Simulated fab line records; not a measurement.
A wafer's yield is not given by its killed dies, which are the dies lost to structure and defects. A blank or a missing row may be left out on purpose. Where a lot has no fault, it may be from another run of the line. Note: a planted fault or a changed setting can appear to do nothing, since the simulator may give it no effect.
Chamber matching	flow nandHarc	rieDiel-04 running NHARC_A_M0_ETCH_34: 4 sister chambers
The step etches the open film in N2/H2, target depth 40 nm, overetch 12 nm, time 43.94 s. 14 wafers are shown with their chamber, then 7 later ones without.

## WAFERS WITH THEIR CHAMBER
wafer	chamber	showerheadPlenumPTorr (Torr)	drypumpMotorCurrentA (A)	oesProductAu (a.u.)
L831.1	3	2.08	5.8	1.003
L831.4	2	2.00	5.2	0.987
L831.5	2	2.00	5.2	0.989
L834.1	0	2.02	5.5	1.005
L834.4	3	2.08	5.8	0.997
L834.5	3	2.08	5.8	0.986
L833.1	1	2.02	6.1	0.972
L833.2	0	2.02	5.6	0.997
L833.6	3	2.08	5.8	1.001
L841.1	3	2.08	5.8	1.000
L841.2	0	2.02	5.6	1.022
L841.4	2	1.99	5.2	0.995
L847.1	0	2.02	5.6	1.002
L847.3	1	2.02	6.2	0.972

SIGNATURES (averages over the wafers above)
reading	chamber 0	chamber 1	chamber 2	chamber 3	scatter within a chamber
showerheadPlenumPTorr	2.0200	2.0200	1.9967	2.0800	0.00258
drypumpMotorCurrentA	5.575	6.150	5.200	5.800	0.0354
oesProductAu	1.00650	0.97200	0.99033	0.99740	0.00754
Rule: a wafer's distance from a chamber is the root of the sum, over the readings, of the square of ((its reading less the chamber's mean) divided by the reading's scatter). The wafer belongs to the nearest chamber; if the next one is less than 2 further off, it can't be placed. The scatter is the square root of a quotient: the sum, over the shown wafers, of each reading's squared deviation from its chamber's mean, divided by wafers minus chambers.

## WAFERS MISSING THEIR CHAMBER
wafer	showerheadPlenumPTorr (Torr)	drypumpMotorCurrentA (A)	oesProductAu (a.u.)
L847.4	2.02	6.2	0.983
L846.2	2.07	5.8	0.973
L846.3	2.02	6.2	0.979
L846.5	2.07	5.8	0.972
L848.2	2.02	5.6	1.003
L848.4	1.99	5.2	0.986
L848.5	2.02	6.1	0.978

## WHICH CHAMBER EACH WENT THROUGH
wafer	from the rows above	in truth
L847.4	1	1
L846.2	3	3
L846.3	1	1
L846.5	3	3
L848.2	0	0
L848.4	2	2
L848.5	1	1
Placed correctly: 7 of 7. From these rows, 0 cannot be placed. 0 placed wrongly.
